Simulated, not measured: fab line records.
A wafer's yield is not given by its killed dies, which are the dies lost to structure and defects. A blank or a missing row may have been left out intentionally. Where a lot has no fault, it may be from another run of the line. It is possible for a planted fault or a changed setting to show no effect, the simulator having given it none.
fab line records ; flow nand-harc ; part 2 of 2: steps 4 to 6 of 6
[record] lots = 20; wafers = 60; last-day = 34
route steps=1302 shown A_SGD_CUT@905 A_SLIT@938 A_WL_FILL@953
lots that met no fault: from a run of the same line without faults
start-h: hours from the record's first day to the start of the lot's first wafer shown ; wait-h: time in hours since the lot's previous step ; " identical to the entry in the row above ; L1.1+2: several wafers, shown together as one row ; - no value present, or no start provided ; * or withheld: withheld ; < > ~ a bound
route shown NAME@n: a module of which the file shows steps, and the number in the route of the first ; usual: average and standard deviation across the fault-free wafers ; same: alike in all rows ; chamber/n: place in a boat ; sites: per-site readings ; _std_site: standard deviation of those values ; _edge_site: mean of outer sites minus mean of inner sites ; radius-mm: for every site, how far away it sits from the centre of the wafer ; mask NAME#n: copy n ; behind: tool/chamber where the wafer was last shaped ; hold: why the lot went on hold/how many hours it stayed there/how the hold came to an end ; device: the transistor (n, p or np) that didn't switch ; end of line: tests of these same wafers at the route's end ; a step given without rows: its recipe and nothing more ; killed: the dies lost at the first sort to structure and to defects; this is not the yield of the wafer ; map: shows each die of a wafer: x if killed, . if not, _ if none is there
set.NAME: the run value of the setting; set.NAME@STEP: its run value at that earlier step ; model.NAME: the simulator's own value behind a step, which no gauge read
a sample of lots followed through the steps of the route, with each step as a table and each wafer as a row
services: the hour from which a tool's chamber was out of use, counted from the record's first day as start-h (under 0 if before that day), plus the number of hours and why
[[steps]]
[step NHARC_A_WL_FILL_RTA_01]
[recipe] temp-c = 1000; time-s = 5
[usual] lamp-power-pct = 29.8/1.6; lamp_zone_2_pct = 29.8/1.6; wafer_temp_C_max = 1004.9/1.6
lot.wafer;tool;chamber;start-h;wait-h;lamp-power-pct;lamp_zone_2_pct;wafer_temp_C_max
L075.1;rtp-anneal-01;0;466.85;-;28.3;28.3;1004.4
L075.3;rtp-anneal-01;0;466.85;-;28.3;28.3;1003.7
L075.4;rtp-anneal-01;0;466.85;-;28.3;28.3;1002.2
L076.2;rtp-anneal-02;0;466.86;-;31.5;31.5;1005.6
L076.3;rtp-anneal-02;0;466.86;-;31.5;31.6;1004.6
L076.6;rtp-anneal-02;0;466.86;-;31.5;31.5;1005.5
L077.2;rtp-anneal-02;0;509.09;-;31.5;31.5;1005.9
L077.3;rtp-anneal-02;0;509.09;-;31.6;31.5;1006.5
L077.6;rtp-anneal-02;0;509.09;-;31.5;31.5;1004.6
L080.3;rtp-anneal-02;0;509.29;0.3;31.5;31.5;1008.5
L080.4;rtp-anneal-02;0;509.29;0.3;31.5;31.5;1006.7
L080.5;rtp-anneal-02;0;509.29;0.3;31.5;31.5;1006.5
L078.1;rtp-anneal-01;0;513.64;-;28.3;28.3;1003.0
L078.4;rtp-anneal-01;0;513.64;-;28.3;28.3;1003.9
L078.5;rtp-anneal-01;0;513.64;-;28.3;28.3;1003.9
L079.1;rtp-anneal-02;0;522.25;-;31.5;31.5;1005.1
L079.4;rtp-anneal-02;0;522.25;-;31.5;31.5;1007.5
L079.6;rtp-anneal-02;0;522.25;-;31.5;31.5;1005.0
L082.1;rtp-anneal-02;0;552.51;-;31.4;31.5;1006.1
L082.5;rtp-anneal-02;0;552.51;-;31.5;31.5;1007.7
L082.6;rtp-anneal-02;0;552.51;-;31.5;31.5;1004.3
L083.3;rtp-anneal-01;0;554.60;-;28.3;28.3;1004.5
L083.4;rtp-anneal-01;0;554.60;-;28.3;28.3;1004.1
L083.6;rtp-anneal-01;0;554.60;-;28.3;28.3;1005.0
L084.3;rtp-anneal-01;0;562.74;-;28.3;28.3;1003.1
L084.4;rtp-anneal-01;0;562.74;-;28.3;28.3;1004.2
L084.6;rtp-anneal-01;0;562.74;-;28.3;28.3;1003.8
L085.3;rtp-anneal-01;0;572.55;0.3;28.3;28.3;1004.6
L085.5;rtp-anneal-01;0;572.55;0.3;28.3;28.3;1002.9
L085.6;rtp-anneal-01;0;572.55;0.3;28.4;28.3;1003.5
L086.2;rtp-anneal-01;0;590.14;-;28.3;28.3;1004.1
L086.4;rtp-anneal-01;0;590.14;-;28.3;28.3;1004.1
L086.6;rtp-anneal-01;0;590.14;-;28.3;28.3;1004.3
L088.2;rtp-anneal-01;0;590.32;-;28.3;28.3;1004.2
L088.3;rtp-anneal-01;0;590.32;-;28.3;28.3;1004.9
L088.5;rtp-anneal-01;0;590.32;-;28.4;28.3;1003.0
L087.2;rtp-anneal-01;0;593.92;-;28.3;28.3;1004.5
L087.5;rtp-anneal-01;0;593.92;-;28.3;28.4;1003.7
L087.6;rtp-anneal-01;0;593.92;-;28.3;28.3;1003.4
L089.2;rtp-anneal-02;0;593.97;-;31.5;31.5;1006.5
L089.3;rtp-anneal-02;0;593.97;-;31.5;31.5;1005.0
L089.4;rtp-anneal-02;0;593.97;-;31.5;31.5;1006.3
L091.2;rtp-anneal-01;0;614.47;-;28.3;28.3;1003.2
L091.4;rtp-anneal-01;0;614.47;-;28.3;28.3;1003.7
L091.5;rtp-anneal-01;0;614.47;-;28.3;28.3;1003.0
L090.1;rtp-anneal-02;0;614.61;-;31.5;31.5;1004.1
L090.2;rtp-anneal-02;0;614.61;-;31.5;31.5;1006.0
L090.3;rtp-anneal-02;0;614.61;-;31.5;31.6;1006.1
L093.1;rtp-anneal-01;0;642.49;-;28.3;28.3;1002.6
L093.2;rtp-anneal-01;0;642.49;-;28.3;28.3;1003.5
L093.4;rtp-anneal-01;0;642.49;-;28.3;28.3;1003.0
L094.1;rtp-anneal-02;0;667.65;-;31.5;31.5;1006.2
L094.2;rtp-anneal-02;0;667.65;-;31.5;31.5;1004.5
L094.4;rtp-anneal-02;0;667.65;-;31.5;31.5;1008.6
L095.2;rtp-anneal-02;0;674.66;-;31.5;31.6;1008.7
L095.4;rtp-anneal-02;0;674.66;-;31.5;31.5;1006.9
L095.5;rtp-anneal-02;0;674.66;-;31.5;31.5;1005.7
L097.2;rtp-anneal-01;0;700.55;-;28.4;28.3;1004.2
L097.4;rtp-anneal-01;0;700.55;-;28.4;28.3;1003.5
L097.6;rtp-anneal-01;0;700.55;-;28.3;28.3;1004.2
[step NHARC_A_WL_FILL_ALD_02]
[recipe] target-thk-a = 20; pulse-time-s = 3; ald-cycles = 100; temp-c = 450; material = TiN
[usual] heater-power-w = 1068/99; precursor-pulse-height-rel = 0.998/0.019
lot.wafer;tool;chamber;start-h;wait-h;heater-power-w;precursor-pulse-height-rel
L076.3;ald-metal-04;1;467.08;0.2;1050;0.992
L076.2;ald-metal-04;2;467.08;0.2;943;1.030
L076.6;ald-metal-04;0;467.08;0.2;1025;1.021
L075.4;ald-metal-03;0;467.27;0.2;968;0.994
L075.1;ald-metal-03;1;467.27;0.2;1048;1.025
L075.3;ald-metal-03;2;467.27;0.2;1013;1.037
L077.3;ald-metal-02;0;509.31;0.2;1351;1.005
L077.2;ald-metal-02;2;509.31;0.2;1096;1.008
L077.6;ald-metal-02;3;509.31;0.2;1169;0.972
L080.4;ald-metal-03;0;509.45;0.1;1001;1.000
L080.3;ald-metal-03;2;509.45;0.1;969;0.964
L080.5;ald-metal-03;0;509.45;0.1;1000;0.994
L078.1;ald-metal-04;3;513.86;0.2;1057;1.002
L078.4;ald-metal-04;3;513.86;0.2;1036;0.984
L078.5;ald-metal-04;2;513.86;0.2;955;1.023
L079.4;ald-metal-02;2;522.47;0.1;1090;1.003
L079.1;ald-metal-02;0;522.47;0.1;1333;1.029
L079.6;ald-metal-02;3;522.47;0.1;1168;1.005
L082.1;ald-metal-04;3;552.83;0.3;1040;1.009
L082.6;ald-metal-04;0;552.83;0.3;964;1.030
L082.5;ald-metal-04;1;552.83;0.3;1082;0.985
L083.4;ald-metal-02;2;554.84;0.2;1109;1.003
L083.3;ald-metal-02;3;554.84;0.2;1126;0.998
L083.6;ald-metal-02;0;554.84;0.2;1378;1.003
L084.4;ald-metal-02;0;562.90;0.1;1333;0.990
L084.3;ald-metal-02;2;562.90;0.1;1115;0.987
L084.6;ald-metal-02;1;562.90;0.1;1022;1.011
L085.3;ald-metal-04;1;572.79;0.2;1090;1.020
L085.6;ald-metal-04;3;572.79;0.2;1033;1.017
L085.5;ald-metal-04;0;572.79;0.2;974;0.984
L086.4;ald-metal-04;1;590.33;0.1;1088;1.014
L086.2;ald-metal-04;0;590.33;0.1;988;1.001
L086.6;ald-metal-04;2;590.33;0.1;971;0.990
L088.2;ald-metal-03;0;590.51;0.2;1008;1.009
L088.3;ald-metal-03;3;590.51;0.2;1063;1.028
L088.5;ald-metal-03;1;590.51;0.2;1066;1.040
L087.2;ald-metal-04;3;594.11;0.2;1048;0.982
L087.6;ald-metal-04;3;594.11;0.2;1056;0.989
L087.5;ald-metal-04;0;594.11;0.2;976;1.020
L089.2;ald-metal-02;1;594.16;0.2;1000;1.015
L089.4;ald-metal-02;2;594.16;0.2;1089;1.007
L089.3;ald-metal-02;0;594.16;0.2;1356;0.992
L091.4;ald-metal-04;2;614.70;0.1;946;0.970
L091.2;ald-metal-04;3;614.70;0.1;1059;0.994
L091.5;ald-metal-04;2;614.70;0.1;937;0.996
L090.3;ald-metal-03;1;614.83;0.1;1068;1.027
L090.2;ald-metal-03;2;614.83;0.1;1019;1.020
L090.1;ald-metal-03;3;614.83;0.1;1096;0.996
L093.1;ald-metal-03;3;642.71;0.2;1077;0.984
L093.2;ald-metal-03;0;642.71;0.2;1031;1.020
L093.4;ald-metal-03;2;642.71;0.2;983;1.015
L094.4;ald-metal-03;0;667.86;0.1;1025;0.989
L094.2;ald-metal-03;2;667.86;0.1;1038;1.007
L094.1;ald-metal-03;3;667.86;0.1;1062;1.000
L095.4;ald-metal-02;0;674.85;0.1;1295;1.014
L095.2;ald-metal-02;1;674.85;0.1;1033;1.031
L095.5;ald-metal-02;1;674.85;0.1;1007;0.992
L097.2;ald-metal-04;1;700.78;0.2;1070;1.023
L097.4;ald-metal-04;3;700.78;0.2;1063;1.004
L097.6;ald-metal-04;1;700.78;0.2;1046;1.011
[step NHARC_A_WL_FILL_ETCHBACK_26]
[recipe] target-depth-a = 520; time-s = 13.3; hbr-flow-sccm = 150; rf-w = 350; icp-w = 350; bias-w = 60; chemistry = HBr
[usual] bias-w = 60.00/0.19; drypump-motor-current-A = 5.7/0.32; oes-product-au = 1.000/0.0066; throttle-valve-pct = 23.265/0.009
lot.wafer;tool;chamber;start-h;wait-h;bias-w;drypump-motor-current-A;oes-product-au;rf-hours-counter-h;throttle-valve-pct
L076.2;rie-si-03;0;483.58;0.4;59.57;5.2;1.002;0.3;23.267
L076.3;rie-si-03;3;483.58;0.4;60.08;5.9;1.001;0.5;23.265
L076.6;rie-si-03;1;483.58;0.4;60.17;6.2;1.005;-;23.252
L075.1;rie-si-02;0;483.59;0.4;60.04;5.8;0.992;0.1;23.237
L075.4;rie-si-02;1;483.59;0.4;60.06;5.5;1.001;0.1;23.266
L075.3;rie-si-02;2;483.59;0.4;60.03;5.8;1.006;0.1;23.262
L077.2;rie-si-02;2;525.58;0.4;59.93;5.8;0.995;0.4;23.253
L077.3;rie-si-02;3;525.58;0.4;60.12;5.7;0.992;0.5;23.260
L077.6;rie-si-02;3;525.58;0.4;59.79;5.7;1.001;-;23.251
L080.3;rie-si-03;2;528.45;0.4;60.17;6.0;0.996;0.8;23.258
L080.4;rie-si-03;3;528.45;0.4;59.90;5.9;0.996;0.8;23.287
L080.5;rie-si-03;2;528.45;0.4;60.36;6.0;0.998;-;23.254
L078.4;rie-si-02;0;528.45;0.4;59.93;5.8;0.993;0.6;23.270
L078.1;rie-si-02;2;528.45;0.4;59.97;5.8;0.995;0.5;23.266
L078.5;rie-si-02;3;528.45;0.4;60.05;5.7;0.996;-;23.262
L079.1;rie-si-05;1;541.98;0.4;60.15;5.0;0.998;0.3;23.269
L079.4;rie-si-05;3;541.98;0.4;60.08;5.8;1.003;0.2;23.275
L079.6;rie-si-05;1;541.98;0.4;60.21;5.0;0.994;-;23.273
L083.4;rie-si-05;2;573.00;0.4;59.68;5.5;0.994;0.5;23.261
L083.3;rie-si-05;3;573.00;0.4;60.27;5.8;0.997;0.5;23.283
L083.6;rie-si-05;0;573.00;0.4;59.80;5.5;0.998;-;23.289
L082.1;rie-si-03;2;573.01;0.4;59.96;6.0;0.995;1.1;23.256
L082.6;rie-si-03;3;573.01;0.4;60.13;5.9;1.002;-;23.273
L082.5;rie-si-03;0;573.01;0.4;60.38;5.1;1.002;-;23.270
L084.3;rie-si-05;1;581.37;0.4;59.44;5.0;0.994;0.6;23.285
L084.4;rie-si-05;2;581.37;0.4;60.05;5.5;1.000;0.6;23.263
L084.6;rie-si-05;0;581.37;0.4;60.06;5.5;1.005;-;23.260
L085.3;rie-si-02;0;590.30;0.4;60.24;5.8;1.000;0.9;23.265
L085.5;rie-si-02;0;590.30;0.4;60.13;5.8;1.000;-;23.267
L085.6;rie-si-02;1;590.30;0.4;60.24;5.5;1.011;-;23.261
L086.2;rie-si-02;3;606.84;0.4;60.32;5.7;0.999;1.1;23.257
L086.4;rie-si-02;1;606.84;0.4;60.12;5.5;0.997;1.0;23.280
L086.6;rie-si-02;2;606.84;0.4;59.98;5.8;0.996;-;23.260
L088.3;rie-si-03;1;606.85;0.4;60.32;6.2;1.007;0.2;23.265
L088.2;rie-si-03;0;606.85;0.4;59.94;5.1;1.006;0.2;23.267
L088.5;rie-si-03;1;606.85;0.4;60.17;6.2;0.996;-;23.263
L087.2;rie-si-05;1;610.16;0.4;60.12;5.0;0.998;0.8;23.267
L087.5;rie-si-05;2;610.16;0.4;59.71;5.5;1.001;-;23.261
L087.6;rie-si-05;3;610.16;0.4;59.88;5.8;0.990;-;23.274
L089.4;rie-si-02;0;610.16;0.4;60.03;5.8;0.998;1.0;23.266
L089.3;rie-si-02;1;610.16;0.4;60.12;5.5;0.995;1.0;23.265
L089.2;rie-si-02;3;610.16;0.4;60.05;5.7;0.995;1.1;23.265
L091.4;rie-si-05;0;630.90;0.4;59.87;5.5;1.006;0.8;23.265
L091.2;rie-si-05;2;630.90;0.4;60.28;5.5;1.009;0.9;23.245
L091.5;rie-si-05;1;630.90;0.4;60.18;5.0;1.002;-;23.273
L090.2;rie-si-05;2;633.75;0.4;60.11;5.5;0.997;0.9;23.269
L090.1;rie-si-05;3;633.75;0.4;60.11;5.8;1.005;0.9;23.254
L090.3;rie-si-05;0;633.75;0.4;60.01;5.5;0.996;0.8;23.275
L093.1;rie-si-03;2;662.22;0.4;59.72;6.0;1.009;0.5;23.268
L093.4;rie-si-03;3;662.22;0.4;59.84;5.9;1.008;0.5;23.252
L093.2;rie-si-03;0;662.22;0.4;59.95;5.2;1.017;0.5;23.263
L094.1;rie-si-05;0;687.97;0.4;59.89;5.5;1.006;0.1;23.252
L094.4;rie-si-05;1;687.97;0.4;59.90;5.1;1.001;0.0;23.267
L094.2;rie-si-05;2;687.97;0.4;60.18;5.5;1.005;0.1;23.279
L095.4;rie-si-05;3;691.49;0.4;59.86;5.8;1.017;0.1;23.269
L095.2;rie-si-05;0;691.49;0.4;60.20;5.5;1.013;0.1;23.258
L095.5;rie-si-05;2;691.49;0.4;60.01;5.5;1.000;-;23.263
L097.4;rie-si-02;1;717.42;0.4;59.99;5.5;0.995;0.5;23.263
L097.2;rie-si-02;0;717.42;0.4;59.90;5.8;0.990;0.4;23.265
L097.6;rie-si-02;2;717.42;0.4;60.31;5.8;0.993;-;23.264
[[services]]
tool;chamber;start-h;hours;kind
rie-diel-08;1;419.10;2.9;repair
rie-diel-06;1;444.34;9.5;repair
rie-diel-08;2;478.28;7.9;repair
rie-diel-06;-;484.20;9.0;pm
rie-diel-06;-;500.69;0.4;repair
rie-diel-04;0;522.14;4.0;repair
rie-diel-01;3;528.75;8.7;repair
rie-diel-04;-;532.06;9.0;pm
rie-diel-08;-;545.47;9.0;pm
rie-diel-01;-;558.03;9.0;pm
rie-diel-01;1;593.29;3.7;repair
rie-diel-01;0;596.38;3.2;repair
rie-diel-06;0;618.48;38.4;repair
rie-diel-01;2;625.78;8.8;repair
rie-diel-01;-;633.46;0.6;repair
rie-diel-01;3;643.02;5.4;repair
rie-diel-01;1;653.91;6.2;repair
rie-diel-01;0;658.90;4.4;repair
rie-diel-06;-;661.20;9.0;pm
rie-diel-04;-;686.36;0.2;repair
rie-diel-08;2;687.53;2.7;repair
rie-diel-06;0;694.74;9.3;repair
rie-diel-04;-;709.71;9.0;pm
rie-diel-06;0;716.81;9.2;repair
